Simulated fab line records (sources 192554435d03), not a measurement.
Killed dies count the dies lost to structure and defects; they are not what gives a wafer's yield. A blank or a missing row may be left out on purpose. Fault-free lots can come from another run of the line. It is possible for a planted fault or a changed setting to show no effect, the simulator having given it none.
fab line records | flow n5Finfet
record lots=6 | wafers=18 | lastDay=18
route steps=1938 shown BEOL_M3@1004 BEOL_M4@1111 PASSIVATION@1936
lots that met no fault: taken from a fault-free run of the same line
startH: the number of hours between the record's first day and the start of the first shown wafer of the lot | waitH: hours since the lot's step before | " same as the row above | L1.1+2: a single row standing in for several wafers | - either no value or no given start | * or withheld: withheld | < > ~ a bound
route shown NAME@n: a module of which the file shows steps, and the number in the route of the first | usual: the fault-free wafers' mean and standard deviation | same: alike in all rows | chamber/n: place in a boat | sites: readings site by site | _std_site: the standard deviation of these | _edge_site: mean of outer sites minus mean of inner sites | radiusMm: how far each site lies from the wafer's centre | mask NAME#n: copy n | behind: the most recent tool/chamber to have shaped the wafer | hold: what put the lot on hold/how long, in hours/how the hold closed | device: the transistor (n, p or np) that didn't switch | end of line: the same wafers' tests at the end of the route | for a step that has no rows: nothing shown but its recipe | killed: dies that structure and defects cost at the first sort, which is not the same as the wafer's yield | map: the dies of a wafer, with x for killed, . for not killed, _ for no die there
set.NAME: the run value of the setting; set.NAME@STEP: its run value at that earlier step | model.NAME: the simulator's own value behind a step, which no gauge read
a table for each step, a row for each wafer; lots at some steps of the route
services: when a tool's chamber went out of use (startH, in hours from the record's first day, below 0 if earlier), for how many hours, and the reason
## steps
# step N5_BEOL_M3_SPUTTER_90
# recipe material=Cu | targetThkA=45 | tempC=-20 | chamberPressurePa=0.07 | powerW=withheld | timeS=8.29
# usual chamberPressurePa=0.07/0.00014 | chuckSensorTempC=-16.0/0.47 | throttleValvePct=30.1/1.4
lot.wafer | tool          | chamber | startH | waitH | chamberPressurePa | chuckSensorTempC | throttleValvePct
L873.2    | pvdSputter-02 | -       | 166.42 | 0.1   | 0.07003           | -16.2            | 31.3
L873.4    | "             | -       | "      | "     | 0.07015           | -16.0            | 31.2
L873.5    | "             | -       | "      | "     | 0.07026           | -16.2            | 28.2
L878.3    | pvdSputter-03 | -       | 220.53 | 0.1   | 0.06986           | -16.1            | 32.3
L878.5    | "             | -       | "      | "     | 0.06987           | -16.8            | 28.4
L878.6    | "             | -       | "      | "     | 0.06995           | -15.9            | 29.9
L879.2    | pvdSputter-03 | -       | 226.17 | 0.1   | 0.07001           | -15.9            | 29.7
L879.4    | "             | -       | "      | "     | 0.06983           | -16.0            | 32.4
L879.5    | "             | -       | "      | "     | 0.07003           | -16.1            | 32.5
L889.1    | pvdSputter-02 | -       | 272.32 | 0.1   | 0.06991           | -16.0            | 31.2
L889.3    | "             | -       | "      | "     | 0.0699            | -15.3            | 29.9
L889.4    | "             | -       | "      | "     | 0.06998           | -16.2            | 31.6
L888.1    | pvdSputter-01 | -       | 274.38 | 0.1   | 0.06959           | -16.1            | 31.0
L888.3    | "             | -       | "      | "     | 0.07017           | -16.2            | 30.1
L888.5    | "             | -       | "      | "     | 0.06987           | -16.2            | 30.1
L892.2    | pvdSputter-02 | -       | 291.42 | 0.1   | 0.06998           | -15.8            | 31.2
L892.3    | "             | -       | "      | "     | 0.07016           | -16.0            | 27.8
L892.6    | "             | -       | "      | "     | 0.07008           | -16.0            | 28.0
# step N5_BEOL_M3_ANNEAL_91
# recipe tempC=400 | timeS=240 | ambient=vacuum
# step N5_BEOL_M3_SPUTTER_92
# recipe material=Cu | targetThkA=45 | tempC=-20 | chamberPressurePa=0.07 | powerW=withheld | timeS=8.29
# step N5_BEOL_M3_ANNEAL_93
# recipe tempC=400 | timeS=240 | ambient=vacuum
# step N5_BEOL_M3_SPUTTER_94
# recipe material=Cu | targetThkA=45 | tempC=-20 | chamberPressurePa=0.07 | powerW=withheld | timeS=8.29
# usual chamberPressurePa=0.07001/0.00012 | chuckSensorTempC=-16.0/0.46 | throttleValvePct=30.1/1.4
lot.wafer | tool          | chamber | startH | waitH | chamberPressurePa | chuckSensorTempC | throttleValvePct
L873.2    | pvdSputter-02 | -       | 166.86 | 0.1   | 0.06999           | -16.2            | 31.5
L873.4    | "             | -       | "      | "     | 0.07007           | -15.8            | 31.4
L873.5    | "             | -       | "      | "     | 0.06997           | -16.2            | 27.7
L878.3    | pvdSputter-03 | -       | 220.97 | 0.1   | 0.06998           | -16.1            | 32.4
L878.5    | "             | -       | "      | "     | 0.06995           | -16.9            | 28.3
L878.6    | "             | -       | "      | "     | 0.07008           | -15.9            | 29.8
L879.2    | pvdSputter-03 | -       | 226.61 | 0.1   | 0.07004           | -15.8            | 29.6
L879.4    | "             | -       | "      | "     | 0.07006           | -16.0            | 32.1
L879.5    | "             | -       | "      | "     | 0.07018           | -16.1            | 32.2
L889.1    | pvdSputter-02 | -       | 272.76 | 0.1   | 0.07001           | -15.9            | 31.0
L889.3    | "             | -       | "      | "     | 0.06991           | -15.5            | 29.8
L889.4    | "             | -       | "      | "     | 0.07016           | -16.1            | 31.7
L888.1    | pvdSputter-01 | -       | 274.82 | 0.1   | 0.0699            | -16.3            | 31.0
L888.3    | "             | -       | "      | "     | 0.06981           | -16.0            | 29.9
L888.5    | "             | -       | "      | "     | 0.07012           | -16.2            | 29.8
L892.2    | pvdSputter-02 | -       | 291.86 | 0.1   | 0.06995           | -16.0            | 31.3
L892.3    | "             | -       | "      | "     | 0.07011           | -16.3            | 27.9
L892.6    | "             | -       | "      | "     | 0.07014           | -16.0            | 27.6
# step N5_BEOL_M3_ANNEAL_95
# recipe tempC=400 | timeS=240 | ambient=vacuum
# usual heaterPowerW=854/86
lot.wafer | tool          | chamber | startH | waitH | heaterPowerW
L873.2    | pvdSputter-02 | -       | 166.94 | 0.0   | 769
L873.4    | "             | -       | "      | "     | 785
L873.5    | "             | -       | "      | "     | 852
L878.3    | pvdSputter-03 | -       | 221.05 | 0.0   | 997
L878.5    | "             | -       | "      | "     | 958
L878.6    | "             | -       | "      | "     | 869
L879.2    | pvdSputter-03 | -       | 226.69 | 0.0   | 845
L879.4    | "             | -       | "      | "     | 1010
L879.5    | "             | -       | "      | "     | 1036
L889.1    | pvdSputter-02 | -       | 272.84 | 0.0   | 764
L889.3    | "             | -       | "      | "     | 906
L889.4    | "             | -       | "      | "     | 795
L888.1    | pvdSputter-01 | -       | 274.90 | 0.0   | 720
L888.3    | "             | -       | "      | "     | 920
L888.5    | "             | -       | "      | "     | 918
L892.2    | pvdSputter-02 | -       | 291.94 | 0.0   | 767
L892.3    | "             | -       | "      | "     | 851
L892.6    | "             | -       | "      | "     | 838
# step N5_BEOL_M3_SPUTTER_96
# recipe material=Cu | targetThkA=45 | tempC=-20 | chamberPressurePa=0.07 | powerW=withheld | timeS=8.29
# step N5_BEOL_M3_ECD_50
# recipe material=Cu | targetThkA=3000
# step N5_BEOL_M3_ANNEAL_51
# recipe tempC=225 | timeS=90 | ambient=N2
# step N5_BEOL_M3_CMP_52
# recipe stopOn=SiOC | tOverpolishS=6.8 | downForcePsi=1 | platenRpm=50 | clearingPlatenDownForcePsi=1.5 | clearingPlatenRpm=50 | postCmpClean=cuAlkaline | targetThkNm=40 | clearingPlatenPadVelocityMS=0.99484 | padVelocityMS=0.99484
# usual barrierFieldEndpointS=24.7/0.62 | clearingPlatenRpm=49.999/0.027 | motorCurrentA=5.9/0.45 | overpolishRunS=6.799/0.0088 | timeToEndpointS=62/3.2
lot.wafer | tool   | chamber | startH | waitH | barrierFieldEndpointS | clearingPlatenRpm | motorCurrentA | overpolishRunS | timeToEndpointS
L873.4    | cmp-04 | 1       | 167.62 | 0.2   | 25.8                  | 49.973            | 6.5           | 6.811          | 68
L873.2    | "      | 2       | "      | "     | 24.1                  | 50.008            | 5.6           | 6.804          | 60
L873.5    | "      | 1       | "      | "     | 25.7                  | 49.993            | 6.5           | 6.807          | 67
L878.3    | cmp-03 | 3       | 221.76 | 0.2   | 24.4                  | 49.995            | 6.2           | 6.793          | 62
L878.6    | "      | 1       | "      | "     | 24.0                  | 49.977            | 6.7           | 6.807          | 57
L878.5    | "      | 2       | "      | "     | 24.9                  | 50.032            | 6.2           | 6.795          | 64
L879.2    | cmp-03 | 1       | 227.32 | 0.2   | 24.2                  | 49.988            | 6.6           | 6.800          | 57
L879.4    | "      | 3       | "      | "     | 25.8                  | 50.001            | 6.6           | 6.794          | 63
L879.5    | "      | 2       | "      | "     | 24.9                  | 50.016            | 6.0           | 6.783          | 61
L889.3    | cmp-01 | 1       | 273.52 | 0.2   | 23.9                  | 50.048            | 5.6           | 6.808          | 63
L889.4    | "      | 2       | "      | "     | 25.0                  | 49.988            | 5.5           | 6.806          | 68
L889.1    | "      | 3       | "      | "     | 24.3                  | 49.973            | 6.1           | 6.795          | 63
L888.3    | cmp-01 | 3       | 275.61 | 0.2   | 24.9                  | 50.011            | 6.0           | 6.813          | 59
L888.1    | "      | 0       | "      | "     | 24.0                  | 49.998            | 5.5           | 6.787          | 56
L888.5    | "      | 2       | "      | "     | 25.6                  | 49.948            | 5.7           | 6.794          | 63
L892.3    | cmp-03 | 0       | 292.61 | 0.2   | 25.0                  | 50.020            | 5.2           | 6.797          | 67
L892.2    | "      | 2       | "      | "     | 25.0                  | 49.939            | 6.1           | 6.795          | 66
L892.6    | "      | 3       | "      | "     | 25.0                  | 50.023            | 6.0           | 6.802          | 64
# step N5_BEOL_M3_THK_MEAS_53
# recipe thkMeasGauge=xrf | reads=Cu_of_BEOL_M3_ECD_50
# usual M3_THK=41.1/1.7
lot.wafer | tool         | chamber | startH | waitH | M3_THK[nm]
L873.2    | filmMetro-02 | -       | 167.88 | -     | 38.5
L873.4    | "            | -       | "      | "     | 43.6
L873.5    | "            | -       | "      | "     | 42.7
L878.3    | filmMetro-02 | -       | 221.98 | -     | 42.4
L878.5    | "            | -       | "      | "     | 44.6
L878.6    | "            | -       | "      | "     | 40.9
L879.2    | filmMetro-01 | -       | 227.62 | -     | 40.6
L879.4    | "            | -       | "      | "     | 43.6
L879.5    | "            | -       | "      | "     | 43.6
L889.1    | filmMetro-02 | -       | 273.78 | -     | 39.1
L889.3    | "            | -       | "      | "     | 40.8
L889.4    | "            | -       | "      | "     | 44.9
L888.1    | filmMetro-01 | -       | 275.83 | -     | 38.5
L888.3    | "            | -       | "      | "     | 39.2
L888.5    | "            | -       | "      | "     | 40.4
L892.2    | filmMetro-02 | -       | 292.87 | -     | 39.9
L892.3    | "            | -       | "      | "     | 43.9
L892.6    | "            | -       | "      | "     | 42.6
# step N5_BEOL_M3_PRE_CLEAN_60
# recipe gas=NH3/H2 | timeS=15 | tempC=* | rfPowerW=300
# usual heaterPowerW=97/35
lot.wafer | tool     | chamber | startH | waitH | heaterPowerW
L873.2    | cvdCo-01 | 1       | 168.00 | 0.1   | 125
L873.4    | "        | 1       | "      | "     | 121
L873.5    | "        | 2       | "      | "     | 54
L878.3    | cvdCo-01 | 0       | 222.02 | 0.0   | 131
L878.5    | "        | 1       | "      | "     | 127
L878.6    | "        | 2       | "      | "     | 54
L879.2    | cvdCo-01 | 2       | 227.66 | 0.0   | 54
L879.4    | "        | 1       | "      | "     | 123
L879.5    | "        | 0       | "      | "     | 129
L889.1    | cvdCo-01 | 2       | 273.82 | 0.0   | 54
L889.3    | "        | 0       | "      | "     | 133
L889.4    | "        | 2       | "      | "     | 55
L888.1    | cvdCo-01 | 0       | 275.86 | 0.0   | 130
L888.3    | "        | 1       | "      | "     | 122
L888.5    | "        | 1       | "      | "     | 126
L892.2    | cvdCo-02 | 2       | 292.91 | 0.0   | 85
L892.3    | "        | 0       | "      | "     | 132
L892.6    | "        | 0       | "      | "     | 132
# step N5_BEOL_M3_CO_CAP_55
# recipe material=Co | targetThkA=20 | tempC=200 | precursor=CCTBA/H2 | pressureTorr=30 | timeS=102.1
# usual chamberPressureTorr=30.00/0.069 | heaterPowerOuterW=135/23 | heaterPowerW=251/43
lot.wafer | tool     | chamber | startH | waitH | chamberPressureTorr | heaterPowerOuterW | heaterPowerW
L873.2    | cvdCo-01 | 1       | 168.04 | 0.0   | 30.02               | 161               | 281
L873.4    | "        | 1       | "      | "     | 30.04               | 163               | 277
L873.5    | "        | 2       | "      | "     | 29.97               | 106               | 197
L878.3    | cvdCo-01 | 0       | 222.06 | 0.0   | -                   | -                 | -
L878.5    | "        | 1       | "      | "     | -                   | -                 | -
L878.6    | "        | 2       | "      | "     | -                   | -                 | -
L879.2    | cvdCo-01 | 2       | 227.70 | 0.0   | -                   | -                 | -
L879.4    | "        | 1       | "      | "     | -                   | -                 | -
L879.5    | "        | 0       | "      | "     | -                   | -                 | -
L889.1    | cvdCo-01 | 2       | 273.86 | 0.0   | 29.96               | 104               | 197
L889.3    | "        | 0       | "      | "     | 30.01               | 158               | 294
L889.4    | "        | 2       | "      | "     | 30.01               | 105               | 200
L888.1    | cvdCo-01 | 0       | 275.90 | 0.0   | 30.08               | 157               | 291
L888.3    | "        | 1       | "      | "     | 30.03               | 157               | 287
L888.5    | "        | 1       | "      | "     | 30.02               | 151               | 291
L892.2    | cvdCo-02 | 2       | 292.95 | 0.0   | 30.06               | 127               | 237
L892.3    | "        | 0       | "      | "     | 29.99               | 154               | 291
L892.6    | "        | 0       | "      | "     | 29.96               | 153               | 290
# step N5_BEOL_M3_PRE_CLEAN_56
# recipe gas=NH3 | timeS=15 | tempC=withheld | rfPowerW=300
# step N5_BEOL_M4_RC_MEAS_101
# usual DIBL_N=36.2/1.7 | DIBL_P=36.2/2.2 | IOFF_N=0.16/0.035 | IOFF_P=0.21/0.042 | ION_N=673/13 | ION_P=462/7.9 | SS_N=71.4/0.59 | SS_P=73.2/0.7 | VT_N=250/3.6 | VT_P=-251/3.5
lot.wafer | tool      | chamber | startH | waitH | DIBL_N[mV/V] | DIBL_P[mV/V] | IOFF_N[nA/um] | IOFF_P[nA/um] | ION_N[uA/um] | ION_P[uA/um] | SS_N[mV/dec] | SS_P[mV/dec] | VT_N[mV] | VT_P[mV]
L873.2    | prober-02 | 0       | 178.33 | 0.2   | 35.6         | 35.1         | 0.16          | 0.21          | 672          | 465          | 70.8         | 73.2         | 249      | -251
L873.4    | "         | 0       | "      | "     | 33.1         | 32.7         | 0.11          | 0.16          | 654          | 456          | 70.4         | 72.1         | 255      | -253
L873.5    | "         | 0       | "      | "     | 35.7         | 36.2         | 0.16          | 0.23          | 674          | 462          | 71.2         | 73.7         | 247      | -248
L878.3    | prober-01 | 0       | 233.78 | 0.3   | 36.2         | 37.8         | 0.16          | 0.23          | 667          | 467          | 71.5         | 73.9         | 251      | -248
L878.5    | "         | 0       | "      | "     | 37.1         | 37.8         | 0.16          | 0.23          | 673          | 463          | 71.8         | 73.4         | 247      | -247
L878.6    | "         | 0       | "      | "     | 36.7         | 36.5         | 0.15          | 0.21          | 663          | 459          | 71.7         | 73.4         | 252      | -252
L879.2    | prober-01 | 0       | 237.76 | 0.2   | 40.1         | 40.2         | 0.23          | 0.26          | 680          | 464          | 72.5         | 73.4         | 244      | -252
L879.4    | "         | 0       | "      | "     | 33.8         | 33.7         | 0.12          | 0.17          | 653          | 449          | 70.6         | 72.2         | 256      | -253
L879.5    | "         | 0       | "      | "     | 38.5         | 39.5         | 0.21          | 0.26          | 688          | 465          | 71.7         | 73.7         | 247      | -251
L889.1    | prober-02 | 0       | 283.98 | 0.0   | 35.4         | 36.5         | 0.15          | 0.19          | 669          | 461          | 71.2         | 73.4         | 248      | -253
L889.3    | "         | 0       | "      | "     | 33.8         | 34.5         | 0.12          | 0.16          | 661          | 455          | 70.8         | 72.2         | 253      | -254
L889.4    | "         | 0       | "      | "     | 33.0         | 33.4         | 0.12          | 0.15          | 670          | 462          | 70.6         | 73.1         | 254      | -255
L888.1    | prober-01 | 0       | 287.80 | 0.0   | 37.7         | 35.8         | 0.18          | 0.20          | 674          | 459          | 70.9         | 72.5         | 249      | -249
L888.3    | "         | 0       | "      | "     | 38.4         | 36.5         | 0.17          | 0.21          | 670          | 454          | 71.9         | 73.7         | 251      | -252
L888.5    | "         | 0       | "      | "     | 36.7         | 34.2         | 0.15          | 0.18          | 659          | 451          | 71.3         | 73.1         | 253      | -251
L892.2    | prober-01 | 0       | 305.94 | 0.2   | 34.3         | 34.9         | 0.13          | 0.15          | 668          | 447          | 70.6         | 72.8         | 256      | -258
L892.3    | "         | 0       | "      | "     | 37.6         | 38.2         | 0.20          | 0.19          | 685          | 456          | 72.2         | 74.1         | 248      | -254
L892.6    | "         | 0       | "      | "     | 36.9         | 38.7         | 0.19          | 0.20          | 686          | 454          | 72.1         | 73.7         | 247      | -256
# step N5_PASSIVATION_PROBE_49
# usual defectLimitedYield=91.4/1.4 | killed_at_M0_to_M3=31/10 | killed_at_M4_up=14/5.6 | killedAtContacts=13/6.3 | killedAtFrontEnd=39/10 | killedAtOther=4/3.1 | killedDies=101/16 | killedOpen=65/13 | killedShort=34/7.2 | sort_bin_5_function=5.1/0.88 | sort_bin_6_memory=3.2/0.66 | sortNPass=1079/16 | sortYieldPct=91.4/1.4
# same grossDies=1180 | killedAtBackSide=0 | sort_bin_4_leakage[%]=0 | sort_bin_8_speed[%]=0
lot.wafer | tool      | chamber | startH | waitH | defectLimitedYield[%] | killed_at_M0_to_M3 | killed_at_M4_up | killedAtContacts | killedAtFrontEnd | killedAtOther | killedDies | killedOpen | killedShort | sort_bin_5_function[%] | sort_bin_6_memory[%] | sortNPass | sortYieldPct[%]
L873.2    | prober-02 | -       | 286.89 | 0.1   | 91.6                  | 40                 | 21              | 8                | 29               | 1             | 99         | 74         | 24          | 5.6                    | 2.6                  | 1081      | 91.6
L873.4    | prober-02 | -       | 286.99 | 0.2   | 89.7                  | 51                 | 19              | 10               | 32               | 10            | 122        | 86         | 31          | 6.4                    | 3.4                  | 1058      | 89.7
L873.5    | prober-02 | -       | 287.04 | 0.2   | 94.6                  | 27                 | 16              | 4                | 16               | 1             | 64         | 51         | 13          | 3.4                    | 1.7                  | 1116      | 94.6
L878.3    | prober-02 | -       | 332.78 | 0.2   | 92.1                  | 36                 | 11              | 11               | 34               | 1             | 93         | 64         | 28          | 5.1                    | 2.8                  | 1087      | 92.1
L878.5    | prober-02 | -       | 332.88 | 0.3   | 91.9                  | 25                 | 10              | 11               | 47               | 2             | 95         | 62         | 32          | 4.7                    | 3.4                  | 1085      | 91.9
L878.6    | prober-02 | -       | 332.93 | 0.3   | 92.4                  | 30                 | 4               | 26               | 26               | 4             | 90         | 53         | 36          | 4.4                    | 2.8                  | 1090      | 92.4
L889.1    | prober-01 | -       | 391.29 | 0.0   | 90.5                  | 52                 | 8               | 7                | 42               | 3             | 112        | 65         | 47          | 4.8                    | 4.3                  | 1068      | 90.5
L889.3    | prober-01 | -       | 391.39 | 0.1   | 93.3                  | 35                 | 8               | 6                | 26               | 4             | 79         | 52         | 26          | 3.7                    | 2.7                  | 1101      | 93.3
L889.4    | prober-01 | -       | 391.44 | 0.2   | 90.4                  | 55                 | 6               | 17               | 33               | 2             | 113        | 56         | 55          | 6.4                    | 3.1                  | 1067      | 90.4
L892.2    | prober-02 | -       | 436.42 | 0.1   | 93.0                  | 28                 | 11              | 8                | 34               | 2             | 83         | 57         | 26          | 4.5                    | 2.4                  | 1097      | 93.0
L892.3    | prober-02 | -       | 436.47 | 0.1   | 91.9                  | 34                 | 8               | 11               | 41               | 2             | 96         | 67         | 29          | 4.4                    | 3.5                  | 1084      | 91.9
L892.6    | prober-02 | -       | 436.62 | 0.3   | 91.7                  | 33                 | 5               | 9                | 51               | 0             | 98         | 63         | 35          | 5.2                    | 2.6                  | 1082      | 91.7
# killed by level:class
L873.2 BEOL_M2:geometricParticle:open=11 BEOL_M4:geometricParticle:open=11 BEOL_M0_SAQP:geometricParticle:open=9 STI_FIN_REVEAL:geometricParticle:open=8 BEOL_M3:geometricParticle:open=6 MOL_CONTACT_COAG:geometricParticle:open=5 FIN_SAQP:geometricParticle:open=4 DUMMY_GATE:geometricParticle:open=4
L873.4 BEOL_M3:geometricParticle:open=19 BEOL_M2:geometricParticle:open=16 BEOL_M4:geometricParticle:open=13 MOL_CONTACT_COAG:geometricParticle:open=7 FIN_SAQP:geometricParticle:open=6 BEOL_M0_SAQP:geometricParticle:short=6 STI_FIN_REVEAL:geometricParticle:open=5 BEOL_M0_SAQP:geometricParticle:open=5
L873.5 STI_FIN_REVEAL:geometricParticle:open=9 BEOL_M4:geometricParticle:open=9 BEOL_M2:geometricParticle:open=7 MOL_CONTACT_COAG:geometricParticle:open=4 BEOL_M0_SAQP:geometricParticle:open=4 BEOL_M3:geometricParticle:open=4 BEOL_M1:geometricParticle:open=3 BEOL_M3:geometricParticle:short=3
L878.3 BEOL_M0_SAQP:geometricParticle:open=14 BEOL_M0_SAQP:geometricParticle:short=11 FIN_SAQP:geometricParticle:open=9 FIN_SAQP:geometricParticle:short=7 MOL_CONTACT_COAG:geometricParticle:open=7 BEOL_M2:geometricParticle:open=6 DUMMY_GATE:geometricParticle:open=4 MOL_CONTACT_COAG:geometricParticle:short=4
L878.5 FIN_SAQP:geometricParticle:open=12 BEOL_M0_SAQP:geometricParticle:open=11 FIN_SAQP:geometricParticle:short=9 MOL_CONTACT_COAG:geometricParticle:open=9 BEOL_M1:geometricParticle:open=7 ILD0:geometricParticle:short=5 SPACER0:geometricParticle:short=4 SPACER0:geometricParticle:open=3
L878.6 MOL_CONTACT_COAG:geometricParticle:open=20 BEOL_M0_SAQP:geometricParticle:short=8 MOL_CONTACT_COAG:geometricParticle:short=6 BEOL_M0_SAQP:geometricParticle:open=6 BEOL_M2:geometricParticle:open=5 BEOL_M3:geometricParticle:open=5 GATE_CUT:geometricParticle:short=4 FIN_SAQP:geometricParticle:short=3
L889.1 BEOL_M0_SAQP:geometricParticle:open=17 FIN_SAQP:geometricParticle:short=13 BEOL_M0_SAQP:geometricParticle:short=10 FIN_SAQP:geometricParticle:open=9 MOL_CONTACT_COAG:geometricParticle:open=6 BEOL_M2:geometricParticle:open=6 GATE_CUT:geometricParticle:short=5 BEOL_M3:geometricParticle:open=5
L889.3 BEOL_M2:geometricParticle:open=12 BEOL_M3:geometricParticle:open=6 STARTING-WAFER:geometricParticle:short=6 MOL_CONTACT_COAG:geometricParticle:open=5 BEOL_M1:geometricParticle:open=5 FIN_SAQP:geometricParticle:open=4 FIN_SAQP:geometricParticle:short=4 BEOL_M0:geometricParticle:open=4
L889.4 BEOL_M0_SAQP:geometricParticle:short=20 FIN_SAQP:geometricParticle:short=12 MOL_CONTACT_COAG:geometricParticle:open=12 BEOL_M2:geometricParticle:open=10 BEOL_M0_SAQP:geometricParticle:open=9 BEOL_M3:geometricParticle:open=6 MOL_CONTACT_COAG:geometricParticle:short=5 STI_FIN_REVEAL:geometricParticle:short=4
L892.2 BEOL_M3:geometricParticle:open=11 FIN_SAQP:geometricParticle:open=7 BEOL_M4:geometricParticle:open=7 FIN_SAQP:geometricParticle:short=6 MOL_CONTACT_COAG:geometricParticle:open=5 STARTING-WAFER:geometricParticle:open=5 STI_FIN_REVEAL:geometricParticle:open=4 BEOL_M0_SAQP:geometricParticle:open=4
L892.3 FIN_SAQP:geometricParticle:open=11 BEOL_M3:geometricParticle:open=11 MOL_CONTACT_COAG:geometricParticle:open=10 FIN_SAQP:geometricParticle:short=9 STARTING-WAFER:geometricParticle:open=7 BEOL_M0_SAQP:geometricParticle:open=5 BEOL_M0:geometricParticle:open=5 ILD0:geometricParticle:short=4
L892.6 STI_FIN_REVEAL:geometricParticle:open=10 FIN_SAQP:geometricParticle:open=9 MOL_CONTACT_COAG:geometricParticle:open=8 FIN_SAQP:geometricParticle:short=7 BEOL_M1:geometricParticle:open=7 BEOL_M3:geometricParticle:open=6 BEOL_M0_SAQP:geometricParticle:open=5 BEOL_M0_SAQP:geometricParticle:short=5
## services
tool     | chamber | startH | hours | kind
cvdCo-02 | 2       | 166.16 | 9.0   | repair
cmp-04   | -       | 206.72 | 4.0   | pm
cmp-04   | -       | 210.72 | -     | consumableReplace:conditioner
cmp-04   | -       | 210.72 | -     | consumableReplace:pad
cmp-04   | -       | 211.32 | 2.4   | repair
cmp-03   | -       | 218.25 | 0.6   | repair
cmp-04   | -       | 220.99 | 1.0   | repair
cmp-01   | -       | 232.31 | 3.4   | repair
cvdCo-02 | 2       | 235.07 | 3.4   | repair
cmp-03   | -       | 235.84 | 10.2  | pm
cvdCo-01 | 0       | 252.59 | 8.9   | repair
cmp-04   | -       | 253.81 | 7.0   | pm
cvdCo-02 | 1       | 258.73 | 4.7   | repair
cmp-03   | -       | 261.17 | 4.2   | repair
cvdCo-02 | -       | 262.55 | 6.0   | pm
## key
firstSign step=N5_BEOL_M3_CO_CAP_55 | reading=toolRecord | direction=missing
effect none on later readings
metAt N5_BEOL_M3_CO_CAP_55
struckWafers L878.3,L878.5,L878.6,L879.2,L879.4,L879.5
onsetBetween 168.04 222.06
fault kind=skippedStepWhole | tool=cvdCo-01 | chamber=- | onsetH=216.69 | steps=N5_BEOL_M3_CO_CAP_55 | scope=struckLotsOnly
